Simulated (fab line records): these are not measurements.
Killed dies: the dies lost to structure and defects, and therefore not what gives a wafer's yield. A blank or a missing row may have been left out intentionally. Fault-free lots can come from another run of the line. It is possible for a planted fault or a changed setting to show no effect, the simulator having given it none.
The tool behind it: which one? :: flow nandHarc :: 14 lots, 42 wafers sampled, at 4 steps of a route of 1302

== WHAT THE GAUGES SHOWED, per wafer ==
Not one reading of a measure or inspect step in the record can be checked against a usual standard deviation.

== TOOL THAT RAN EACH LOT (tool first, then ch and the chambers of the sampled wafers, then the start) ==
lot: L603
NHARC_P_CONTACT_ETCH_18: rieDiel-04 ch 2,3, day 6 05:33 or earlier
NHARC_P_CONTACT_CVD_23: cvdW-02 ch 0,1, day 6 05:33 or earlier
NHARC_P_M0_PEB_07: lithoTrack-01 ch 0, day 6 05:33
NHARC_P_M0_DESCUM_14: rieDiel-05 ch 0,1,3, day 6 05:49

lot: L604
NHARC_P_CONTACT_ETCH_18: rieDiel-01 ch 0,2, day 6 10:22 or earlier
NHARC_P_CONTACT_CVD_23: cvdW-02 ch 0,1, day 6 10:22 or earlier
NHARC_P_M0_PEB_07: lithoTrack-01 ch 0, day 6 10:22
NHARC_P_M0_DESCUM_14: rieDiel-03 ch 2,3, day 6 10:38

lot: L605
NHARC_P_CONTACT_ETCH_18: rieDiel-04 ch 0,1,3, day 7 04:38 or earlier
NHARC_P_CONTACT_CVD_23: cvdW-02 ch 0, day 7 04:38 or earlier
NHARC_P_M0_PEB_07: lithoTrack-06 ch 0, day 7 04:38
NHARC_P_M0_DESCUM_14: rieDiel-03 ch 1,2, day 7 04:55

lot: L606
NHARC_P_CONTACT_ETCH_18: rieDiel-04 ch 0,3, day 7 13:50 or earlier
NHARC_P_CONTACT_CVD_23: cvdW-01 ch 0,1, day 7 13:50 or earlier
NHARC_P_M0_PEB_07: lithoTrack-06 ch 0, day 7 13:50
NHARC_P_M0_DESCUM_14: rieDiel-03 ch 0,2,3, day 7 14:07

lot: L609
NHARC_P_CONTACT_ETCH_18: rieDiel-12 ch 1,2,3, day 8 22:04 or earlier
NHARC_P_CONTACT_CVD_23: cvdW-02 ch 0,1, day 8 22:04 or earlier
NHARC_P_M0_PEB_07: lithoTrack-04 ch 0, day 8 22:04
NHARC_P_M0_DESCUM_14: rieDiel-03 ch 0,2,3, day 8 23:00

lot: L614
NHARC_P_CONTACT_ETCH_18: rieDiel-04 ch 0,3, day 11 00:11 or earlier
NHARC_P_CONTACT_CVD_23: cvdW-02 ch 0,1, day 11 00:11 or earlier
NHARC_P_M0_PEB_07: lithoTrack-06 ch 0, day 11 00:11
NHARC_P_M0_DESCUM_14: rieDiel-03 ch 1,2,3, day 11 00:28

lot: L616
NHARC_P_CONTACT_ETCH_18: rieDiel-01 ch 0,1, day 11 23:11 or earlier
NHARC_P_CONTACT_CVD_23: cvdW-02 ch 0,1, day 11 23:11 or earlier
NHARC_P_M0_PEB_07: lithoTrack-06 ch 0, day 11 23:11
NHARC_P_M0_DESCUM_14: rieDiel-05 ch 0,1,2, day 11 23:28

lot: L619
NHARC_P_CONTACT_ETCH_18: rieDiel-04 ch 0,2,3, day 12 12:58 or earlier
NHARC_P_CONTACT_CVD_23: cvdW-01 ch 0,1, day 12 12:58 or earlier
NHARC_P_M0_PEB_07: lithoTrack-01 ch 0, day 12 12:58
NHARC_P_M0_DESCUM_14: rieDiel-03 ch 0,1,2, day 12 13:16

lot: L621
NHARC_P_CONTACT_ETCH_18: rieDiel-04 ch 1,2, day 13 17:05 or earlier
NHARC_P_CONTACT_CVD_23: cvdW-02 ch 1, day 13 17:05 or earlier
NHARC_P_M0_PEB_07: lithoTrack-04 ch 0, day 13 17:05
NHARC_P_M0_DESCUM_14: rieDiel-03 ch 0,3, day 13 17:22

lot: L622
NHARC_P_CONTACT_ETCH_18: rieDiel-12 ch 2,3, day 13 18:27 or earlier
NHARC_P_CONTACT_CVD_23: cvdW-01 ch 0,1, day 13 18:27 or earlier
NHARC_P_M0_PEB_07: lithoTrack-01 ch 0, day 13 18:27
NHARC_P_M0_DESCUM_14: rieDiel-13 ch 0,3, day 13 18:44

lot: L623
NHARC_P_CONTACT_ETCH_18: rieDiel-01 ch 1,2, day 14 07:28 or earlier
NHARC_P_CONTACT_CVD_23: cvdW-02 ch 0,1, day 14 07:28 or earlier
NHARC_P_M0_PEB_07: lithoTrack-01 ch 0, day 14 07:28
NHARC_P_M0_DESCUM_14: rieDiel-05 ch 1,2,3, day 14 07:46

lot: L624
NHARC_P_CONTACT_ETCH_18: rieDiel-04 ch 1,2,3, day 14 13:13 or earlier
NHARC_P_CONTACT_CVD_23: cvdW-02 ch 0,1, day 14 13:13 or earlier
NHARC_P_M0_PEB_07: lithoTrack-01 ch 0, day 14 13:13
NHARC_P_M0_DESCUM_14: rieDiel-13 ch 0,2, day 14 13:28

lot: L625
NHARC_P_CONTACT_ETCH_18: rieDiel-04 ch 1,2,3, day 15 06:01 or earlier
NHARC_P_CONTACT_CVD_23: cvdW-01 ch 0,1, day 15 06:01 or earlier
NHARC_P_M0_PEB_07: lithoTrack-04 ch 0, day 15 06:01
NHARC_P_M0_DESCUM_14: rieDiel-03 ch 0,3, day 15 06:16

lot: L626
NHARC_P_CONTACT_ETCH_18: rieDiel-04 ch 1,3, day 15 14:20 or earlier
NHARC_P_CONTACT_CVD_23: cvdW-01 ch 0,1, day 15 14:20 or earlier
NHARC_P_M0_PEB_07: lithoTrack-06 ch 0, day 15 14:20
NHARC_P_M0_DESCUM_14: rieDiel-03 ch 0,1,3, day 15 14:35
- NHARC_P_CONTACT_ETCH_18: etches the open film in C4F8/O2/Ar, target depth 481 nm, time 240.5 s.
- NHARC_P_CONTACT_CVD_23: deposits W, target thk 200 nm, time 557 s.
- NHARC_P_M0_PEB_07: peb time 65 s.
- NHARC_P_M0_DESCUM_14: chemistry O2, time 3 s.

== AS READ BY THE TOOLS THEMSELVES (means over the sampled wafers that have a number; for cases with no such wafer, the mark the record gives instead) ==
NHARC_P_CONTACT_ETCH_18. Usual: oesProductAu 0.957 a.u., standard deviation 0.021; rfVppV 979 V, standard deviation 6.5.
lot: L603
tool: rieDiel-04
oesProductAu (a.u.): 0.982
rfVppV (V): 980
flag: 

lot: L604
tool: rieDiel-01
oesProductAu (a.u.): 0.963
rfVppV (V): 985
flag: 

lot: L605
tool: rieDiel-04
oesProductAu (a.u.): 0.967
rfVppV (V): 976
flag: 

lot: L606
tool: rieDiel-04
oesProductAu (a.u.): 0.962
rfVppV (V): 980
flag: 

lot: L609
tool: rieDiel-12
oesProductAu (a.u.): 0.996
rfVppV (V): 976
flag: 

lot: L614
tool: rieDiel-04
oesProductAu (a.u.): 0.934
rfVppV (V): 980
flag: 

lot: L616
tool: rieDiel-01
oesProductAu (a.u.): 0.967
rfVppV (V): 983
flag: 

lot: L619
tool: rieDiel-04
oesProductAu (a.u.): 0.958
rfVppV (V): 982
flag: 

lot: L621
tool: rieDiel-04
oesProductAu (a.u.): 0.976
rfVppV (V): 978
flag: 

lot: L622
tool: rieDiel-12
oesProductAu (a.u.): 0.934
rfVppV (V): 973
flag: 

lot: L623
tool: rieDiel-01
oesProductAu (a.u.): 0.940
rfVppV (V): 978
flag: 

lot: L624
tool: rieDiel-04
oesProductAu (a.u.): 0.965
rfVppV (V): 979
flag: 

lot: L625
tool: rieDiel-04
oesProductAu (a.u.): 0.967
rfVppV (V): 980
flag: 

lot: L626
tool: rieDiel-04
oesProductAu (a.u.): 0.979
rfVppV (V): 975
flag: 

NHARC_P_CONTACT_CVD_23. Usual: chamberPressureTorr 39.99 Torr, standard deviation 0.082; heaterPowerW 467 W, standard deviation 35; throttleValvePct 7.89 %, standard deviation 0.26.
lot: L603
tool: cvdW-02
chamberPressureTorr (Torr): 39.99
heaterPowerW (W): 435
throttleValvePct (%): 7.87
flag: 

lot: L604
tool: cvdW-02
chamberPressureTorr (Torr): 40.08
heaterPowerW (W): 451
throttleValvePct (%): 8.00
flag: 

lot: L605
tool: cvdW-02
chamberPressureTorr (Torr): 39.93
heaterPowerW (W): 429
throttleValvePct (%): 7.82
flag: 

lot: L606
tool: cvdW-01
chamberPressureTorr (Torr): 40.04
heaterPowerW (W): 509
throttleValvePct (%): 8.05
flag: 

lot: L609
tool: cvdW-02
chamberPressureTorr (Torr): 40.05
heaterPowerW (W): 439
throttleValvePct (%): 7.76
flag: 

lot: L614
tool: cvdW-02
chamberPressureTorr (Torr): 39.91
heaterPowerW (W): 455
throttleValvePct (%): 7.94
flag: 

lot: L616
tool: cvdW-02
chamberPressureTorr (Torr): 40.05
heaterPowerW (W): 453
throttleValvePct (%): 7.94
flag: 

lot: L619
tool: cvdW-01
chamberPressureTorr (Torr): 40.04
heaterPowerW (W): 509
throttleValvePct (%): 7.54
flag: 

lot: L621
tool: cvdW-02
chamberPressureTorr (Torr): 39.99
heaterPowerW (W): 469
throttleValvePct (%): 7.70
flag: 

lot: L622
tool: cvdW-01
chamberPressureTorr (Torr): 40.00
heaterPowerW (W): 486
throttleValvePct (%): 7.59
flag: 

lot: L623
tool: cvdW-02
chamberPressureTorr (Torr): 39.97
heaterPowerW (W): 431
throttleValvePct (%): 8.06
flag: 

lot: L624
tool: cvdW-02
chamberPressureTorr (Torr): 39.98
heaterPowerW (W): 447
throttleValvePct (%): 7.77
flag: 

lot: L625
tool: cvdW-01
chamberPressureTorr (Torr): 39.94
heaterPowerW (W): 494
throttleValvePct (%): 7.77
flag: 

lot: L626
tool: cvdW-01
chamberPressureTorr (Torr): 40.05
heaterPowerW (W): 482
throttleValvePct (%): 7.67
flag: 

NHARC_P_M0_PEB_07. Usual: chillPlateTempC 23.01 C, standard deviation 0.1; heaterPowerTotalW 156.6 W, standard deviation 0.42; plateTempC 100.01 C, standard deviation 0.12.
lot: L603
tool: lithoTrack-01
chillPlateTempC (C): 22.95
heaterPowerTotalW (W): 156.3
plateTempC (C): 100.06
flag: 

lot: L604
tool: lithoTrack-01
chillPlateTempC (C): 22.86
heaterPowerTotalW (W): 156.3
plateTempC (C): 99.93
flag: 

lot: L605
tool: lithoTrack-06
chillPlateTempC (C): 23.05
heaterPowerTotalW (W): 156.6
plateTempC (C): 100.08
flag: 

lot: L606
tool: lithoTrack-06
chillPlateTempC (C): 23.08
heaterPowerTotalW (W): 156.7
plateTempC (C): 100.02
flag: 

lot: L609
tool: lithoTrack-04
chillPlateTempC (C): 22.89
heaterPowerTotalW (W): 156.7
plateTempC (C): 100.08
flag: 

lot: L614
tool: lithoTrack-06
chillPlateTempC (C): 23.01
heaterPowerTotalW (W): 146.9
plateTempC (C): 95.58
flag: OFF

lot: L616
tool: lithoTrack-06
chillPlateTempC (C): 23.07
heaterPowerTotalW (W): 147.5
plateTempC (C): 95.59
flag: OFF

lot: L619
tool: lithoTrack-01
chillPlateTempC (C): 23.04
heaterPowerTotalW (W): 156.4
plateTempC (C): 100.14
flag: 

lot: L621
tool: lithoTrack-04
chillPlateTempC (C): 23.06
heaterPowerTotalW (W): 156.7
plateTempC (C): 99.99
flag: 

lot: L622
tool: lithoTrack-01
chillPlateTempC (C): 23.09
heaterPowerTotalW (W): 156.6
plateTempC (C): 100.07
flag: 

lot: L623
tool: lithoTrack-01
chillPlateTempC (C): 23.25
heaterPowerTotalW (W): 156.6
plateTempC (C): 99.88
flag: 

lot: L624
tool: lithoTrack-01
chillPlateTempC (C): 23.05
heaterPowerTotalW (W): 156.5
plateTempC (C): 100.17
flag: 

lot: L625
tool: lithoTrack-04
chillPlateTempC (C): 23.07
heaterPowerTotalW (W): 156.1
plateTempC (C): 99.94
flag: 

lot: L626
tool: lithoTrack-06
chillPlateTempC (C): 22.99
heaterPowerTotalW (W): 156.1
plateTempC (C): 100.01
flag: 

NHARC_P_M0_DESCUM_14. Usual: drypumpMotorCurrentA 5.6 A, standard deviation 0.42; oesProductAu 1.002 a.u., standard deviation 0.0074; rfVppV 57.5 V, standard deviation 0.82; showerheadPlenumPTorr 1.90 Torr, standard deviation 0.073; throttleValvePct 11.312 %, standard deviation 0.0087.
lot: L603
tool: rieDiel-05
drypumpMotorCurrentA (A): 5.4
oesProductAu (a.u.): 1.006
rfVppV (V): 57.4
showerheadPlenumPTorr (Torr): 1.90
throttleValvePct (%): 11.315
flag: 

lot: L604
tool: rieDiel-03
drypumpMotorCurrentA (A): 6.1
oesProductAu (a.u.): 1.002
rfVppV (V): 58.0
showerheadPlenumPTorr (Torr): 1.91
throttleValvePct (%): 11.310
flag: 

lot: L605
tool: rieDiel-03
drypumpMotorCurrentA (A): 6.0
oesProductAu (a.u.): 0.997
rfVppV (V): 58.6
showerheadPlenumPTorr (Torr): 1.97
throttleValvePct (%): 11.307
flag: 

lot: L606
tool: rieDiel-03
drypumpMotorCurrentA (A): 5.8
oesProductAu (a.u.): 0.998
rfVppV (V): 57.9
showerheadPlenumPTorr (Torr): 1.86
throttleValvePct (%): 11.308
flag: 

lot: L609
tool: rieDiel-03
drypumpMotorCurrentA (A): 5.8
oesProductAu (a.u.): 1.003
rfVppV (V): 57.3
showerheadPlenumPTorr (Torr): 1.86
throttleValvePct (%): 11.314
flag: 

lot: L614
tool: rieDiel-03
drypumpMotorCurrentA (A): 5.8
oesProductAu (a.u.): 0.999
rfVppV (V): 56.7
showerheadPlenumPTorr (Torr): 1.93
throttleValvePct (%): 11.309
flag: 

lot: L616
tool: rieDiel-05
drypumpMotorCurrentA (A): 5.3
oesProductAu (a.u.): 1.002
rfVppV (V): 57.7
showerheadPlenumPTorr (Torr): 1.87
throttleValvePct (%): 11.315
flag: 

lot: L619
tool: rieDiel-03
drypumpMotorCurrentA (A): 5.6
oesProductAu (a.u.): 0.997
rfVppV (V): 57.1
showerheadPlenumPTorr (Torr): 1.91
throttleValvePct (%): 11.311
flag: 

lot: L621
tool: rieDiel-03
drypumpMotorCurrentA (A): 5.5
oesProductAu (a.u.): 1.001
rfVppV (V): 57.0
showerheadPlenumPTorr (Torr): 1.80
throttleValvePct (%): 11.304
flag: 

lot: L622
tool: rieDiel-13
drypumpMotorCurrentA (A): 6.0
oesProductAu (a.u.): 1.001
rfVppV (V): 57.5
showerheadPlenumPTorr (Torr): 1.86
throttleValvePct (%): 11.317
flag: 

lot: L623
tool: rieDiel-05
drypumpMotorCurrentA (A): 5.2
oesProductAu (a.u.): 1.006
rfVppV (V): 57.1
showerheadPlenumPTorr (Torr): 1.87
throttleValvePct (%): 11.315
flag: 

lot: L624
tool: rieDiel-13
drypumpMotorCurrentA (A): 6.0
oesProductAu (a.u.): 1.009
rfVppV (V): 57.9
showerheadPlenumPTorr (Torr): 1.87
throttleValvePct (%): 11.306
flag: 

lot: L625
tool: rieDiel-03
drypumpMotorCurrentA (A): 5.5
oesProductAu (a.u.): 0.999
rfVppV (V): 56.5
showerheadPlenumPTorr (Torr): 1.80
throttleValvePct (%): 11.313
flag: 

lot: L626
tool: rieDiel-03
drypumpMotorCurrentA (A): 5.5
oesProductAu (a.u.): 0.998
rfVppV (V): 57.1
showerheadPlenumPTorr (Torr): 1.88
throttleValvePct (%): 11.310
flag: 

== THE ANSWER, worked out from the rows above alone ==
Rule: a lot is off if the mean of its wafers that have a number lies more than 3 standard deviations from the usual mean. Also off: a lot with no number at a reading for which 4 or more lots have one. Any other lot the step has rows for is counted as sound. First the gauges in route order, then the tools' own readings, where a lot's mean is used as printed above. At the first step where some lot is off, the reading lying furthest off is the one used; lots without a number count as furthest.
Off: L614, L616 (NHARC_P_M0_PEB_07, plateTempC).
A tool fits if, at that step or a process step before it, it ran every lot that is off, and no sound lot after the first of them. NHARC_P_CONTACT_ETCH_18: start missing for some lots; hours and lot order therefore follow NHARC_P_M0_PEB_07. NHARC_P_CONTACT_CVD_23: start missing for some lots; hours and lot order therefore follow NHARC_P_M0_PEB_07. None of those tried fits.

== WHAT THE SIMULATOR HAD INSERTED ==
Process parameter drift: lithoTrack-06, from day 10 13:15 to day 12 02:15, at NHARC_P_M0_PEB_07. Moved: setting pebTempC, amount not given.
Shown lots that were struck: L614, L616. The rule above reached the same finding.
